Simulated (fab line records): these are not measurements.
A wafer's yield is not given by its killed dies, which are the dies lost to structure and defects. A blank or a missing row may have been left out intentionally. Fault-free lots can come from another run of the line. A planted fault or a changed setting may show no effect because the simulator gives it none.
fab line records + flow n5Finfet
[record]
- lots = 6
- wafers = 18
- lastDay = 16
route steps=1938 shown BEOL_M15@1811 PASSIVATION@1936
lots untouched by any fault: they come from a run of this same line in which no faults occurred
startH: start of the lot's first displayed wafer, in hours after the record's first day + waitH: hours elapsed since this lot's preceding step + " the same as in the row above + L1.1+2: a row that stands for several wafers + - no value present, or no start provided + * or withheld: withheld + < > ~ a bound
route shown NAME@n: NAME is a module with steps in the file, n the number in the route of the first one + usual: mean and standard deviation over wafers with no fault + same: alike in all rows + chamber/n: place in a boat + sites: the reading at each site + _std_site: standard deviation of those values + _edge_site: mean of outer sites minus mean of inner sites + radiusMm: for every site, how far away it sits from the centre of the wafer + mask NAME#n: copy n + behind: tool/chamber where the wafer was last shaped + hold: the reason the lot was held/the length of the hold in hours/how it ended + device: the n, p or np transistor that did not switch + end of line: tests of these same wafers at the route's end + for a step that has no rows: nothing shown but its recipe + killed: the dies lost at the first sort to structure and to defects; this is not the yield of the wafer + map: a wafer's dies, x killed, . not, _ none there
set.NAME: the setting the step ran with; set.NAME@STEP: the setting that earlier step ran with + model.NAME: the simulator's own value behind a step, which no gauge read
lots at selected steps of the route; one table per step, one row per wafer
services: from which hour (startH, from the record's first day; less than 0 if before it) a tool's chamber was out of use, for how many hours, and why
[[steps]]
[step N5_BEOL_M15_STRIP_36]
[recipe]
- chemistry = O2
- powerW = 600
- tempC = 60
- pressureMtorr = 30
- rfFrequencyHz = 6e+07
- biasPowerW = 0
- overashFraction = 0.3
- o2FlowSccm = 225
[usual]
- drypumpMotorCurrentA = 5.5/0.43
- oesProductAu = 0.82/0.06
- rfVppV = 3.8/0.9
- showerheadPlenumPTorr = 2.13/0.078
- throttleValvePct = 16.65/0.22
| lot.wafer | tool       | chamber | startH | waitH | drypumpMotorCurrentA | oesProductAu | rfHoursCounterH | rfVppV | showerheadPlenumPTorr | throttleValvePct |
|-----------|------------|---------|--------|-------|----------------------|--------------|-----------------|--------|-----------------------|------------------|
| L723.2    | rieDiel-03 | 0       | 256.79 | 0.4   | 5.2                  | 0.94         | 6               | 2.8    | 2.24                  | 16.55            |
| L723.3    | "          | 2       | "      | "     | 5.4                  | 0.79         | 110             | 3.5    | 2.20                  | 16.98            |
| L723.6    | "          | 2       | "      | "     | 5.4                  | 0.80         | -               | 4.9    | 2.21                  | 17.00            |
| L724.3    | rieDiel-04 | 3       | 257.72 | 0.3   | 6.5                  | 0.69         | 225             | 2.0    | 1.99                  | 16.82            |
| L724.5    | "          | 1       | "      | "     | 5.7                  | 0.82         | -               | 3.9    | 2.03                  | 16.40            |
| L724.6    | "          | 3       | "      | "     | 6.5                  | 0.70         | -               | 2.6    | 1.99                  | 16.80            |
| L725.1    | rieDiel-01 | 3       | 266.37 | 0.4   | 5.4                  | 0.83         | 76              | 3.5    | 2.12                  | 16.65            |
| L725.3    | "          | 2       | "      | "     | 5.6                  | 0.93         | 16              | 3.7    | 2.06                  | 16.42            |
| L725.4    | "          | 0       | "      | "     | 5.1                  | 0.84         | 76              | 4.8    | 2.22                  | 16.71            |
| L728.1    | rieDiel-01 | 3       | 297.70 | 5.8   | 5.4                  | 0.83         | 84              | 4.5    | 2.12                  | 16.59            |
| L728.2    | "          | 0       | "      | "     | 5.1                  | 0.83         | 84              | 4.3    | 2.22                  | 16.75            |
| L728.4    | "          | 1       | "      | "     | 5.9                  | 0.82         | 73              | 3.6    | 2.22                  | 16.30            |
| L740.1    | rieDiel-03 | 1       | 357.32 | 0.6   | 5.9                  | 0.80         | 97              | 3.9    | 2.12                  | 16.68            |
| L740.4    | "          | 3       | "      | "     | 4.7                  | 0.79         | 104             | 3.6    | 2.02                  | 16.93            |
| L740.6    | "          | 2       | "      | "     | 5.4                  | 0.76         | -               | 1.8    | 2.20                  | 17.04            |
| L743.1    | rieDiel-03 | 2       | 375.01 | 0.9   | 5.4                  | 0.75         | 141             | 4.2    | 2.19                  | 17.06            |
| L743.2    | "          | 3       | "      | "     | 4.8                  | 0.78         | 110             | 5.3    | 2.02                  | 16.90            |
| L743.6    | "          | 2       | "      | "     | 5.4                  | 0.75         | -               | 4.4    | 2.19                  | 17.03            |
[step N5_BEOL_M15_STRIP_62]
[recipe]
- chemistry = O2
- powerW = 600
- tempC = 60
- pressureMtorr = 30
- rfFrequencyHz = 6e+07
- biasPowerW = 0
- overashFraction = 0.3
- o2FlowSccm = 225
[step N5_BEOL_M15_STRIP_37]
[recipe]
- chemistry = O2
- powerW = 600
- tempC = 60
- pressureMtorr = 30
- rfFrequencyHz = 6e+07
- biasPowerW = 0
- overashFraction = 0.3
- o2FlowSccm = 225
[step N5_BEOL_M15_ETCH_38]
[recipe]
- chemistry = CF4/N2
- target = SiCN
- targetDepthA = 1064
- taperDeg = 2
- timeS = 120.5
- ionEnergyEv = 150
- maskMaterial = SiO2
- pressureMtorr = 40
- sourceW = 430
- biasW = 70
- Ar_flow_sccm = 100
- cf4FlowSccm = 60
- n2FlowSccm = 60
[step N5_BEOL_M15_PRECLEAN_39]
[recipe]
- chemistry = residueRemover
- timeS = 60
- tempC = 40
[step N5_BEOL_M15_SRD_40]
[recipe]
- timeS = 30
- tempC = 23
- rinseLiquid = diw
- dry = n2Spin
- spinRpm = 1500
- dryTimeS = 30
[step N5_BEOL_M15_DEGAS_41]
[recipe]
- ambient = vacuum
- tempC = 300
- timeS = 60
[step N5_BEOL_M15_PRE_CLEAN_42]
[recipe]
- gas = H2/He
- timeS = 30
- tempC = 300
[usual]
- heaterPowerW = 461/48
[same]
- timeS = 30
| lot.wafer | tool          | chamber | startH | waitH | heaterPowerW |
|-----------|---------------|---------|--------|-------|--------------|
| L723.2    | pvdSputter-01 | -       | 257.57 | 0.0   | 448          |
| L723.3    | "             | -       | "      | "     | 549          |
| L723.6    | "             | -       | "      | "     | 467          |
| L724.3    | pvdSputter-02 | -       | 260.30 | 0.0   | 408          |
| L724.5    | "             | -       | "      | "     | 526          |
| L724.6    | "             | -       | "      | "     | 435          |
| L725.1    | pvdSputter-02 | -       | 266.96 | 0.0   | 396          |
| L725.3    | "             | -       | "      | "     | 505          |
| L725.4    | "             | -       | "      | "     | 431          |
| L728.1    | pvdSputter-02 | -       | 298.48 | 0.0   | 414          |
| L728.2    | "             | -       | "      | "     | 516          |
| L728.4    | "             | -       | "      | "     | 436          |
| L740.1    | pvdSputter-02 | -       | 357.96 | 0.0   | 522          |
| L740.4    | "             | -       | "      | "     | 399          |
| L740.6    | "             | -       | "      | "     | 407          |
| L743.1    | pvdSputter-02 | -       | 375.88 | 0.0   | 416          |
| L743.2    | "             | -       | "      | "     | 435          |
| L743.6    | "             | -       | "      | "     | 397          |
[step N5_BEOL_M15_SPUTTER_43]
[recipe]
- material = TaN
- targetThkA = 150
- tempC = 50
- biasV = 168.6
- powerW = 15000
- chamberPressurePa = 0.12
- timeS = 24.19
[step N5_BEOL_M15_SPUTTER_44]
[recipe]
- material = Ta
- targetThkA = 150
- tempC = 50
- biasV = 80
- powerW = 15000
- chamberPressurePa = 0.07
- timeS = 24.19
[usual]
- chamberPressurePa = 0.06998/0.00013
- throttleValvePct = 29.7/1
[same]
- timeS = 24.19
| lot.wafer | tool          | chamber | startH | waitH | chamberPressurePa | throttleValvePct |
|-----------|---------------|---------|--------|-------|-------------------|------------------|
| L723.2    | pvdSputter-01 | -       | 257.69 | 0.0   | 0.07001           | 28.8             |
| L723.3    | "             | -       | "      | "     | 0.06984           | 30.4             |
| L723.6    | "             | -       | "      | "     | 0.06978           | 30.3             |
| L724.3    | pvdSputter-02 | -       | 260.42 | 0.0   | 0.07011           | 29.4             |
| L724.5    | "             | -       | "      | "     | 0.07008           | 29.9             |
| L724.6    | "             | -       | "      | "     | 0.07004           | 28.0             |
| L725.1    | pvdSputter-02 | -       | 267.08 | 0.0   | 0.06989           | 30.6             |
| L725.3    | "             | -       | "      | "     | 0.06988           | 29.7             |
| L725.4    | "             | -       | "      | "     | 0.06975           | 27.7             |
| L728.1    | pvdSputter-02 | -       | 298.60 | 0.0   | 0.06971           | 30.5             |
| L728.2    | "             | -       | "      | "     | 0.06972           | 29.7             |
| L728.4    | "             | -       | "      | "     | 0.07014           | 27.6             |
| L740.1    | pvdSputter-02 | -       | 358.08 | 0.0   | 0.06997           | 29.7             |
| L740.4    | "             | -       | "      | "     | 0.06993           | 29.7             |
| L740.6    | "             | -       | "      | "     | 0.06999           | 29.9             |
| L743.1    | pvdSputter-02 | -       | 376.00 | 0.0   | 0.07002           | 30.6             |
| L743.2    | "             | -       | "      | "     | 0.06995           | 27.5             |
| L743.6    | "             | -       | "      | "     | 0.07023           | 29.5             |
[step N5_BEOL_M15_SPUTTER_45]
[recipe]
- material = Cu
- targetThkA = 1000
- tempC = -20
- biasV = 60
- powerW = 26000
- chamberPressurePa = 0.13
- timeS = 16.67
[usual]
- chamberPressurePa = 0.13003/0.00027
- chuckGasFlowSccm = 1.27/0.054
- throttleValvePct = 29.7/1
[same]
- timeS = 16.67
| lot.wafer | tool          | chamber | startH | waitH | chamberPressurePa | chuckGasFlowSccm | throttleValvePct |
|-----------|---------------|---------|--------|-------|-------------------|------------------|------------------|
| L723.2    | pvdSputter-01 | -       | 257.77 | 0.0   | 0.12998           | 1.30             | 28.6             |
| L723.3    | "             | -       | "      | "     | 0.12967           | 1.25             | 30.1             |
| L723.6    | "             | -       | "      | "     | 0.12971           | 1.25             | 29.9             |
| L724.3    | pvdSputter-02 | -       | 260.50 | 0.0   | 0.12992           | 1.26             | 29.8             |
| L724.5    | "             | -       | "      | "     | 0.12983           | 1.36             | 29.8             |
| L724.6    | "             | -       | "      | "     | 0.13013           | 1.25             | 28.0             |
| L725.1    | pvdSputter-02 | -       | 267.16 | 0.0   | 0.13046           | 1.22             | 30.6             |
| L725.3    | "             | -       | "      | "     | 0.12945           | 1.30             | 29.7             |
| L725.4    | "             | -       | "      | "     | 0.13046           | 1.15             | 27.6             |
| L728.1    | pvdSputter-02 | -       | 298.68 | 0.0   | 0.13035           | 1.28             | 30.4             |
| L728.2    | "             | -       | "      | "     | 0.1303            | 1.34             | 29.8             |
| L728.4    | "             | -       | "      | "     | 0.13029           | 1.31             | 27.8             |
| L740.1    | pvdSputter-02 | -       | 358.16 | 0.0   | 0.12946           | 1.28             | 29.6             |
| L740.4    | "             | -       | "      | "     | 0.13006           | 1.24             | 29.9             |
| L740.6    | "             | -       | "      | "     | 0.13008           | 1.35             | 29.9             |
| L743.1    | pvdSputter-02 | -       | 376.08 | 0.0   | 0.13026           | 1.18             | 30.7             |
| L743.2    | "             | -       | "      | "     | 0.12953           | 1.25             | 27.8             |
| L743.6    | "             | -       | "      | "     | 0.12991           | 1.30             | 29.7             |
[step N5_BEOL_M15_ECD_47]
[recipe]
- material = Cu
- targetThkA = 18600
[step N5_BEOL_M15_ANNEAL_48]
[recipe]
- tempC = 225
- timeS = 90
- ambient = N2
[usual]
- wafer_temp_C_max = 226.0/0.38
[same]
- timeS = 90
| lot.wafer | tool         | chamber | startH | waitH | wafer_temp_C_max |
|-----------|--------------|---------|--------|-------|------------------|
| L723.2    | rtpAnneal-02 | 0       | 258.18 | 0.2   | 225.8            |
| L723.3    | "            | 0       | "      | "     | 225.9            |
| L723.6    | "            | 0       | "      | "     | 225.8            |
| L724.3    | rtpAnneal-02 | 0       | 260.95 | 0.2   | 221.7            |
| L724.5    | "            | 0       | "      | "     | 221.4            |
| L724.6    | "            | 0       | "      | "     | 221.8            |
| L725.1    | rtpAnneal-02 | 0       | 267.63 | 0.3   | 222.0            |
| L725.3    | "            | 0       | "      | "     | 221.9            |
| L725.4    | "            | 0       | "      | "     | 221.6            |
| L728.1    | rtpAnneal-01 | 0       | 300.35 | 1.4   | 226.4            |
| L728.2    | "            | 0       | "      | "     | 226.4            |
| L728.4    | "            | 0       | "      | "     | 226.8            |
| L740.1    | rtpAnneal-01 | 0       | 358.71 | 0.4   | 225.9            |
| L740.4    | "            | 0       | "      | "     | 225.7            |
| L740.6    | "            | 0       | "      | "     | 225.6            |
| L743.1    | rtpAnneal-02 | 0       | 376.44 | 0.2   | 225.9            |
| L743.2    | "            | 0       | "      | "     | 225.6            |
| L743.6    | "            | 0       | "      | "     | 226.1            |
[step N5_BEOL_M15_CMP_49]
[recipe]
- stopOn = SiO2
- tOverpolishS = 4.9
- downForcePsi = 2
- platenRpm = 80
- clearingPlatenDownForcePsi = 2
- clearingPlatenRpm = 80
- postCmpClean = cuAlkaline
- targetThkNm = 850
- clearingPlatenPadVelocityMS = 1.5917
- padVelocityMS = 1.5917
[usual]
- barrierFieldEndpointS = 11.38/0.26
- clearingPlatenDownForcePsi = 2.000/0.0043
- motorCurrentA = 8.2/0.8
- overpolishRunS = 4.900/0.01
| lot.wafer | tool   | chamber | startH | waitH | barrierFieldEndpointS | clearingPlatenDownForcePsi | motorCurrentA | overpolishRunS |
|-----------|--------|---------|--------|-------|-----------------------|----------------------------|---------------|----------------|
| L723.2    | cmp-03 | 3       | 258.47 | 0.2   | 12.00                 | 2.002                      | 8.7           | 4.917          |
| L723.3    | "      | 0       | "      | "     | 11.30                 | 1.997                      | 8.2           | 4.901          |
| L723.6    | "      | 2       | "      | "     | 11.44                 | 1.998                      | 7.9           | 4.901          |
| L724.3    | cmp-03 | 0       | 261.15 | 0.2   | 11.56                 | 1.998                      | 8.0           | 4.890          |
| L724.6    | "      | 0       | "      | "     | 11.45                 | 1.998                      | 8.3           | 4.898          |
| L724.5    | "      | 1       | "      | "     | 11.75                 | 1.996                      | 6.7           | 4.896          |
| L725.1    | cmp-02 | 2       | 267.97 | 0.3   | 11.48                 | 1.990                      | 7.5           | 4.899          |
| L725.4    | "      | 3       | "      | "     | 11.00                 | 2.003                      | 7.0           | 4.910          |
| L725.3    | "      | 0       | "      | "     | 11.36                 | 1.997                      | 8.3           | 4.892          |
| L728.1    | cmp-03 | 3       | 300.65 | 0.3   | 11.60                 | 2.000                      | 8.9           | 4.898          |
| L728.4    | "      | 1       | "      | "     | 11.46                 | 1.999                      | 7.3           | 4.925          |
| L728.2    | "      | 2       | "      | "     | 11.34                 | 1.999                      | 8.3           | 4.901          |
| L740.1    | cmp-01 | 1       | 359.05 | 0.3   | 11.51                 | 2.005                      | 8.5           | 4.886          |
| L740.4    | "      | 2       | "      | "     | 11.19                 | 1.991                      | 9.6           | 4.898          |
| L740.6    | "      | 1       | "      | "     | 11.34                 | 1.998                      | 8.7           | 4.907          |
| L743.1    | cmp-02 | 3       | 376.74 | 0.3   | 11.24                 | 2.001                      | 7.1           | 4.876          |
| L743.2    | "      | 0       | "      | "     | 11.66                 | 1.997                      | 7.7           | 4.899          |
| L743.6    | "      | 0       | "      | "     | 11.27                 | 1.997                      | 8.1           | 4.888          |
[step N5_PASSIVATION_PROBE_49]
[usual]
- defectLimitedYield = 91.1/1.3
- killed_at_M0_to_M3 = 34/10
- killed_at_M4_up = 14/5.7
- killedAtContacts = 12/5.9
- killedAtFrontEnd = 41/12
- killedAtOther = 4/3.1
- killedDies = 105/15
- killedOpen = 69/11
- killedShort = 35/7.8
- sort_bin_5_function = 5.3/0.81
- sort_bin_6_memory = 3.3/0.75
- sortNPass = 1075/15
- sortYieldPct = 91.1/1.3
[same]
- grossDies = 1180
- killedAtBackSide = 0
- sort_bin_4_leakage[%] = 0
- sort_bin_8_speed[%] = 0
| lot.wafer | tool      | chamber | startH | waitH | defectLimitedYield[%] | killed_at_M0_to_M3 | killed_at_M4_up | killedAtContacts | killedAtFrontEnd | killedAtOther | killedDies | killedOpen | killedShort | sort_bin_5_function[%] | sort_bin_6_memory[%] | sortNPass | sortYieldPct[%] |
|-----------|-----------|---------|--------|-------|-----------------------|--------------------|-----------------|------------------|------------------|---------------|------------|------------|-------------|------------------------|----------------------|-----------|-----------------|
| L740.1    | prober-01 | -       | 374.46 | 0.0   | 91.8                  | 38                 | 11              | 12               | 33               | 3             | 97         | 67         | 29          | 4.6                    | 3.6                  | 1083      | 91.8            |
| L740.4    | prober-01 | -       | 374.61 | 0.2   | 90.1                  | 58                 | 17              | 8                | 33               | 1             | 117        | 73         | 42          | 6.3                    | 3.6                  | 1063      | 90.1            |
| L740.6    | prober-01 | -       | 374.71 | 0.3   | 91.9                  | 29                 | 5               | 2                | 59               | 1             | 96         | 49         | 45          | 5.1                    | 2.6                  | 1084      | 91.9            |
// killed by level:class
L740.1 BEOL_M3:geometricParticle:open=18 FIN_SAQP:geometricParticle:short=11 MOL_CONTACT_COAG:geometricParticle:open=9 FIN_SAQP:geometricParticle:open=8 BEOL_M0_SAQP:geometricParticle:open=8 DUMMY_GATE:geometricParticle:open=4 BEOL_M4:geometricParticle:open=4 ILD0:geometricParticle:short=3
L740.4 BEOL_M0_SAQP:geometricParticle:short=17 BEOL_M1:geometricParticle:open=11 BEOL_M0_SAQP:geometricParticle:open=10 FIN_SAQP:geometricParticle:short=8 BEOL_M3:geometricParticle:open=8 MOL_CONTACT_COAG:geometricParticle:open=6 BEOL_M8:geometricParticle:open=6 FIN_SAQP:geometricParticle:open=5
L740.6 FIN_SAQP:geometricParticle:short=17 GATE_CUT:geometricParticle:short=10 FIN_SAQP:geometricParticle:open=8 BEOL_M0_SAQP:geometricParticle:short=6 STI_FIN_REVEAL:geometricParticle:open=5 BEOL_M0_SAQP:geometricParticle:open=5 BEOL_M1:geometricParticle:open=5 BEOL_M3:geometricParticle:open=5
[[services]]
| tool         | chamber | startH | hours | kind                        |
|--------------|---------|--------|-------|-----------------------------|
| cmp-03       | -       | 239.57 | 5.5   | pm                          |
| rieDiel-04   | 0       | 242.16 | -     | clean                       |
| rieDiel-04   | 0       | 242.16 | -     | consumableReplace:focusRing |
| cmp-01       | -       | 245.32 | 0.2   | repair                      |
| rieDiel-04   | 1       | 246.44 | 6.6   | repair                      |
| cmp-02       | -       | 248.33 | 0.2   | repair                      |
| rieDiel-04   | 2       | 248.61 | 3.7   | repair                      |
| cmp-03       | -       | 250.58 | 1.7   | repair                      |
| rieDiel-01   | 0       | 269.66 | 2.1   | repair                      |
| rieDiel-01   | 0       | 275.75 | 4.7   | repair                      |
| rieDiel-03   | 3       | 282.13 | 10.9  | repair                      |
| rtpAnneal-01 | -       | 295.09 | 4.3   | pm                          |
| rieDiel-03   | -       | 298.97 | 15.6  | pm                          |
| cmp-03       | -       | 306.34 | 17.7  | pm                          |
| cmp-01       | -       | 312.53 | 4.0   | pm                          |
| rieDiel-01   | 2       | 321.53 | 13.2  | repair                      |
| cmp-01       | -       | 323.65 | 2.2   | repair                      |
| rieDiel-04   | 1       | 326.25 | 8.7   | repair                      |
| rieDiel-04   | 3       | 329.91 | 4.1   | repair                      |
| cmp-01       | -       | 331.05 | 0.6   | repair                      |
| cmp-02       | -       | 342.73 | 5.0   | pm                          |
| rieDiel-04   | 2       | 347.19 | 1.6   | repair                      |
| cmp-01       | -       | 350.54 | 2.7   | repair                      |
| rieDiel-03   | -       | 367.22 | 0.3   | repair                      |
[[key]]
[firstSign]
- step = N5_BEOL_M15_ANNEAL_48
- reading = wafer_temp_C_max
- direction = down
- sigmas = 11
- usual = *
- struck = *
effect none on later readings
metAt N5_BEOL_M15_ANNEAL_48
struckWafers L724.3,L724.5,L724.6,L725.1,L725.3,L725.4
onsetBetween 258.18 260.95
[fault]
- kind = processParameterDrift
- tool = rtpAnneal-02
- chamber = -
- onsetH = 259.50
- steps = N5_BEOL_M15_ANNEAL_48
- channel = tempC
- offset = *
- shape = step
- endH = 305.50
- actsIn = *
- stated = *
